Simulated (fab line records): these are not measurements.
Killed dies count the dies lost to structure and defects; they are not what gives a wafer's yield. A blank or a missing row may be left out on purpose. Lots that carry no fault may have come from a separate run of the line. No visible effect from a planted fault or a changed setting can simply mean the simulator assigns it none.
fab line records	flow n5_finfet
record: lots: 6	wafers: 18	last_day: 18
route steps=1938 shown BEOL_M13@1704 BEOL_M14@1716
lots untouched by any fault: they come from a run of this same line in which no faults occurred
start_h: hours from the record's opening day to when the first of the lot's shown wafers began	wait_h: hours from the lot's prior step to this one	" unchanged from the row above	L1.1+2: a row that stands for several wafers	- either no value or no given start	* or withheld: withheld	< > ~ a bound
route shown NAME@n: NAME is a module with steps in the file, n the number in the route of the first one	usual: mean and standard deviation over wafers with no fault	same: alike in all rows	chamber/n: place in a boat	sites: the reading at each site	_std_site: standard deviation across them	_edge_site: the outer-site mean with the inner-site mean subtracted	radius_mm: how far each site lies from the wafer's centre	mask NAME#n: copy n	behind: the last tool/chamber to shape the wafer	hold: cause of the lot's hold/its duration in hours/its outcome	device: which transistor (n, p or np) failed to switch	end of line: tests of these same wafers at the route's end	step lacking rows: just its recipe	killed: dies lost to structure and defects at the first sort, not the wafer's yield	map: shows each die of a wafer: x if killed, . if not, _ if none is there
set.NAME: the setting the step ran with; set.NAME@STEP: the setting that earlier step ran with	model.NAME: the simulator's own value behind a step, which no gauge read
lots at selected steps of the route; one table per step, one row per wafer
services: a tool's chamber out of use, with start hour (start_h, from the record's first day; less than 0 if before it), hours out, and reason
== steps ==
step: N5_BEOL_M13_PRE_CLEAN_42
recipe: gas: H2/He	time_s: 30	temp_c: 250
step: N5_BEOL_M13_SPUTTER_43
recipe: material: TaN	target_thk_a: 150	temp_c: 50	bias_v: 168.6	power_w: 15000	chamber_pressure_pa: 0.12	time_s: 24.19
usual: throttle_valve_pct: 29.8/0.98
lot.wafer	tool	chamber	start_h	wait_h	throttle_valve_pct
L791.1	pvd_sputter-02	-	276.91	0.0	27.4
L791.4	"	-	"	"	30.6
L791.6	"	-	"	"	29.9
L792.2	pvd_sputter-01	-	293.41	0.0	29.3
L792.3	"	-	"	"	30.4
L792.4	"	-	"	"	30.0
L798.2	pvd_sputter-02	-	315.22	0.0	29.8
L798.4	"	-	"	"	27.8
L798.6	"	-	"	"	28.6
L802.2	pvd_sputter-03	-	348.10	0.0	30.8
L802.3	"	-	"	"	31.2
L802.5	"	-	"	"	30.9
L807.1	pvd_sputter-03	-	365.12	0.0	30.8
L807.4	"	-	"	"	31.0
L807.5	"	-	"	"	30.9
L809.1	pvd_sputter-02	-	395.86	0.0	30.5
L809.2	"	-	"	"	27.8
L809.3	"	-	"	"	28.7
step: N5_BEOL_M13_SPUTTER_44
recipe: material: Ta	target_thk_a: 100	temp_c: 50	bias_v: 80	power_w: 15000	chamber_pressure_pa: 0.07	time_s: 16.13
step: N5_BEOL_M13_SPUTTER_45
recipe: material: Cu	target_thk_a: 800	temp_c: -20	bias_v: 60	power_w: 26000	chamber_pressure_pa: 0.13	time_s: 13.33
usual: chuck_sensor_temp_C: -15.6/0.43	throttle_valve_pct: 29.8/0.96
lot.wafer	tool	chamber	start_h	wait_h	chuck_sensor_temp_C	throttle_valve_pct
L791.1	pvd_sputter-02	-	277.07	0.0	-15.1	27.7
L791.4	"	-	"	"	-15.9	30.5
L791.6	"	-	"	"	-16.1	29.8
L792.2	pvd_sputter-01	-	293.57	0.0	-16.3	29.0
L792.3	"	-	"	"	-15.0	30.2
L792.4	"	-	"	"	-15.0	29.8
L798.2	pvd_sputter-02	-	315.38	0.0	-16.1	29.9
L798.4	"	-	"	"	-15.0	27.8
L798.6	"	-	"	"	-15.3	28.7
L802.2	pvd_sputter-03	-	348.26	0.0	-15.4	30.9
L802.3	"	-	"	"	-15.6	30.9
L802.5	"	-	"	"	-15.8	31.1
L807.1	pvd_sputter-03	-	365.28	0.0	-15.5	30.6
L807.4	"	-	"	"	-15.7	31.2
L807.5	"	-	"	"	-15.4	30.8
L809.1	pvd_sputter-02	-	396.02	0.0	-16.0	30.7
L809.2	"	-	"	"	-15.2	27.7
L809.3	"	-	"	"	-15.2	28.5
step: N5_BEOL_M13_ECD_47
recipe: material: Cu	target_thk_a: 9360
step: N5_BEOL_M13_ANNEAL_48
recipe: temp_c: 225	time_s: 90	ambient: N2
usual: wafer_temp_C_max: 226.0/0.42
lot.wafer	tool	chamber	start_h	wait_h	wafer_temp_C_max
L791.1	rtp_anneal-01	0	277.35	0.1	226.1
L791.4	"	0	"	"	226.5
L791.6	"	0	"	"	226.0
L792.2	rtp_anneal-02	0	293.89	0.2	226.8
L792.3	"	0	"	"	226.1
L792.4	"	0	"	"	226.6
L798.2	rtp_anneal-01	0	315.71	0.2	225.7
L798.4	"	0	"	"	225.5
L798.6	"	0	"	"	225.7
L802.2	rtp_anneal-01	0	348.59	0.2	225.8
L802.3	"	0	"	"	225.7
L802.5	"	0	"	"	226.0
L807.1	rtp_anneal-02	0	365.75	0.3	226.3
L807.4	"	0	"	"	225.9
L807.5	"	0	"	"	226.3
L809.1	rtp_anneal-01	0	396.73	0.5	225.7
L809.2	"	0	"	"	226.0
L809.3	"	0	"	"	226.2
step: N5_BEOL_M13_CMP_49
recipe: stop_on: SiOC	t_overpolish_s: 17.1	down_force_psi: 1	platen_rpm: 50	clearing_platen_down_force_psi: 1.5	clearing_platen_rpm: 50	post_cmp_clean: cu_alkaline	target_thk_nm: 420	clearing_platen_pad_velocity_m_s: 0.99484	pad_velocity_m_s: 0.99484
usual: barrier_field_endpoint_s: 30.2/0.84	motor_current_A: 6.2/0.68	overpolish_run_s: 17.102/0.0088
same: t_overpolish_s: 17.1
lot.wafer	tool	chamber	start_h	wait_h	barrier_field_endpoint_s	motor_current_A	overpolish_run_s
L791.4	cmp-03	2	277.72	0.2	30.6	7.4	17.108
L791.1	"	3	"	"	30.2	6.3	17.100
L791.6	"	0	"	"	29.2	6.6	17.095
L792.3	cmp-02	2	294.14	0.2	29.4	5.9	17.102
L792.4	"	0	"	"	31.7	6.4	17.110
L792.2	"	1	"	"	30.4	7.6	17.108
L798.2	cmp-04	2	315.96	0.2	30.9	6.1	17.090
L798.4	"	0	"	"	30.4	5.0	17.098
L798.6	"	2	"	"	30.9	6.2	17.107
L802.2	cmp-02	0	348.92	0.3	32.4	6.1	17.115
L802.3	"	1	"	"	29.9	7.7	17.088
L802.5	"	2	"	"	29.8	6.0	17.103
L807.4	cmp-02	0	366.12	0.2	30.5	6.2	17.105
L807.1	"	1	"	"	29.1	7.1	17.100
L807.5	"	2	"	"	29.2	6.0	17.093
L809.1	cmp-02	3	397.02	0.3	29.9	6.3	17.114
L809.2	"	0	"	"	30.4	6.2	17.108
L809.3	"	1	"	"	28.6	7.2	17.102
step: N5_BEOL_M13_THK_MEAS_50
recipe: thk_meas_gauge: xrf	reads: Cu_of_BEOL_M13_ECD_47
usual: M13_THK: 425/8.4
lot.wafer	tool	chamber	start_h	wait_h	M13_THK[nm]
L791.1	film_metro-01	-	277.94	-	439
L791.4	"	-	"	"	426
L791.6	"	-	"	"	425
L792.2	film_metro-02	-	294.44	-	427
L792.3	"	-	"	"	442
L792.4	"	-	"	"	431
L798.2	film_metro-02	-	316.26	-	423
L798.4	"	-	"	"	425
L798.6	"	-	"	"	429
L802.2	film_metro-02	-	349.13	-	418
L802.3	"	-	"	"	416
L802.5	"	-	"	"	422
L807.1	film_metro-02	-	366.34	-	425
L807.4	"	-	"	"	422
L807.5	"	-	"	"	424
L809.1	film_metro-01	-	397.32	-	425
L809.2	"	-	"	"	427
L809.3	"	-	"	"	420
step: N5_BEOL_M13_PRE_CLEAN_52
recipe: gas: NH3	time_s: 15	temp_c: withheld	rf_power_w: 300
step: N5_BEOL_M13_DEP_53
recipe: material: SiCN	target_thk_a: 500	temp_c: withheld	precursor: 3MS/NH3	pressure_torr: 3	rf_w: 675	time_s: 17.8
usual: showerhead_plenum_p_Torr: 4.165/0.022	throttle_valve_pct: 17.9/0.81
lot.wafer	tool	chamber	start_h	wait_h	showerhead_plenum_p_Torr	throttle_valve_pct
L791.1	pecvd-01	1	278.01	0.0	4.152	17.8
L791.4	"	2	"	"	4.184	17.9
L791.6	"	1	"	"	4.160	17.6
L792.2	pecvd-01	1	294.50	0.0	4.164	18.0
L792.3	"	0	"	"	4.160	18.4
L792.4	"	1	"	"	4.151	17.9
L798.2	pecvd-01	1	316.32	0.0	4.155	18.1
L798.4	"	2	"	"	4.187	17.9
L798.6	"	1	"	"	4.151	17.9
L802.2	pecvd-03	1	349.20	0.0	4.168	19.2
L802.3	"	2	"	"	4.171	17.2
L802.5	"	2	"	"	4.174	17.2
L807.1	pecvd-04	2	366.40	0.0	4.165	16.8
L807.4	"	0	"	"	4.163	18.1
L807.5	"	2	"	"	4.152	16.5
L809.1	pecvd-04	1	397.38	0.0	4.136	18.7
L809.2	"	2	"	"	4.158	16.8
L809.3	"	0	"	"	4.152	18.4
step: N5_BEOL_M13_RS_MEAS_54
recipe: thk_meas_gauge: four-point-probe	reads: Cu_of_BEOL_M13_ECD_47+Ta_of_BEOL_M13_SPUTTER_44+TaN_of_BEOL_M13_SPUTTER_43
usual: M13_RS: 0.0450/0.00086
lot.wafer	tool	chamber	start_h	wait_h	M13_RS[ohm/sq]
L791.1	film_metro-01	-	278.07	0.0	0.0435
L791.4	"	-	"	"	0.0450
L791.6	"	-	"	"	0.0453
L792.2	film_metro-02	-	294.57	0.1	0.0449
L792.3	"	-	"	"	0.0437
L792.4	"	-	"	"	0.0448
L798.2	film_metro-02	-	316.39	0.1	0.0451
L798.4	"	-	"	"	0.0452
L798.6	"	-	"	"	0.0446
L802.2	film_metro-01	-	349.26	0.1	0.0455
L802.3	"	-	"	"	0.0458
L802.5	"	-	"	"	0.0450
L807.1	film_metro-02	-	366.47	0.0	0.0456
L807.4	"	-	"	"	0.0456
L807.5	"	-	"	"	0.0456
L809.1	film_metro-01	-	397.45	0.0	0.0451
L809.2	"	-	"	"	0.0444
L809.3	"	-	"	"	0.0454
step: N5_BEOL_M13_INSPECT_55
recipe: inspect_instrument: darkfield	mode: post_dep
usual: raw_defect_count: 77/23
lot.wafer	tool	chamber	start_h	wait_h	raw_defect_count
L791.1	defect_inspect-01	-	278.10	0.0	109
L791.4	"	-	"	"	87
L791.6	"	-	"	"	69
L792.2	defect_inspect-02	-	294.59	0.0	86
L792.3	"	-	"	"	81
L792.4	"	-	"	"	128
L798.2	defect_inspect-02	-	316.41	0.0	42
L798.4	"	-	"	"	54
L798.6	"	-	"	"	63
L802.2	defect_inspect-01	-	349.29	0.0	73
L802.3	"	-	"	"	42
L802.5	"	-	"	"	75
L807.1	defect_inspect-01	-	366.50	0.0	101
L807.4	"	-	"	"	129
L807.5	"	-	"	"	94
L809.1	defect_inspect-02	-	397.47	0.0	37
L809.2	"	-	"	"	51
L809.3	"	-	"	"	37
step: N5_BEOL_M14_ILD_DEP_00
recipe: material: SiO2	target_thk_a: 11193	temp_c: 400	precursor: TEOS/O2	pressure_torr: 6.5	rf_w: 900	teos_flow_sccm: 161.4	gas: O2	flow_sccm: 2650	time_s: 237.4
usual: heater_power_w: 533/88	showerhead_plenum_p_Torr: 8.36/0.036	susceptor_temp_C: 400.02/0.23	throttle_valve_pct: 18.4/0.73
lot.wafer	tool	chamber	start_h	wait_h	heater_power_w	showerhead_plenum_p_Torr	susceptor_temp_C	throttle_valve_pct
L791.1	pecvd-01	2	278.14	0.0	480	8.39	399.87	18.6
L791.4	"	0	"	"	439	8.33	399.94	18.6
L791.6	"	1	"	"	513	8.35	400.18	18.2
L792.2	pecvd-01	1	294.63	0.0	652	8.35	400.04	18.8
L792.3	"	2	"	"	478	8.38	399.80	18.4
L792.4	"	1	"	"	508	8.37	400.17	18.8
L798.2	pecvd-02	2	316.45	0.0	663	8.32	400.23	18.2
L798.4	"	1	"	"	526	8.37	399.91	18.5
L798.6	"	0	"	"	521	8.36	399.47	17.7
L802.2	pecvd-03	2	349.33	0.0	488	8.34	400.39	17.7
L802.3	"	0	"	"	532	8.45	400.11	18.0
L802.5	"	2	"	"	376	8.36	400.30	18.0
L807.1	pecvd-03	1	366.53	0.0	675	8.34	403.57	20.2
L807.4	"	1	"	"	517	8.32	403.22	20.1
L807.5	"	0	"	"	559	8.45	403.70	17.7
L809.1	pecvd-03	2	397.51	0.0	403	8.37	403.31	17.7
L809.2	"	0	"	"	509	8.44	403.69	17.5
L809.3	"	1	"	"	669	8.33	403.15	20.1
step: N5_BEOL_M14_THK_MEAS_01
recipe: reads: SiO2_of_BEOL_M14_ILD_DEP_00
usual: M14_ILD_THK: 1120/18
lot.wafer	tool	chamber	start_h	wait_h	M14_ILD_THK[nm]
L791.1	film_metro-02	-	278.33	0.1	1095
L791.4	"	-	"	"	1126
L791.6	"	-	"	"	1110
L792.2	film_metro-02	-	294.82	0.1	1117
L792.3	"	-	"	"	1118
L792.4	"	-	"	"	1141
L798.2	film_metro-01	-	316.64	0.1	1130
L798.4	"	-	"	"	1129
L798.6	"	-	"	"	1141
L802.2	film_metro-02	-	349.52	0.1	1118
L802.3	"	-	"	"	1075
L802.5	"	-	"	"	1134
L807.1	film_metro-02	-	366.72	0.1	1098
L807.4	"	-	"	"	1109
L807.5	"	-	"	"	1103
L809.1	film_metro-01	-	397.71	0.1	1117
L809.2	"	-	"	"	1073
L809.3	"	-	"	"	1078
== services ==
tool	chamber	start_h	hours	kind
cmp-02	-	256.58	0.3	repair
pecvd-02	-	266.68	5.9	repair
pecvd-03	2	281.80	4.3	repair
cmp-04	-	306.07	0.5	repair
pecvd-03	-	307.84	0.5	repair
cmp-03	-	311.23	4.0	pm
cmp-04	-	319.68	1.3	repair
pecvd-03	0	320.29	13.8	repair
pecvd-02	-	332.83	0.4	repair
pecvd-01	-	333.72	1.4	repair
cmp-03	-	337.01	3.0	pm
pvd_sputter-02	-	339.91	4.3	repair
cmp-03	-	353.25	6.8	pm
pecvd-01	1	358.43	5.5	scheduled_down
cmp-03	-	360.92	2.5	repair
cmp-03	-	366.71	1.0	repair
cmp-03	-	367.73	0.4	repair
cmp-04	-	369.74	3.2	pm
pecvd-03	2	377.01	8.5	repair
cmp-02	-	379.83	0.6	repair
pvd_sputter-03	-	380.55	4.1	repair
pecvd-01	2	383.68	6.4	repair
cmp-04	-	384.65	4.0	pm
pecvd-02	-	387.42	0.9	repair
== key ==
first_sign: step: N5_BEOL_M14_ILD_DEP_00	reading: susceptor_temp_C	direction: up	sigmas: 15	usual: *	struck: *
effect none on later readings
met_at N5_BEOL_M14_ILD_DEP_00
struck_wafers L807.1,L807.4,L807.5,L809.1,L809.2,L809.3
onset_between 349.33 366.53
fault: kind: process_parameter_drift	tool: pecvd-03	chamber: -	onset_h: 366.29	steps: N5_BEOL_M14_ILD_DEP_00	channel: temp_c	offset: *	shape: step	end_h: 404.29	acts_in: *	stated: *
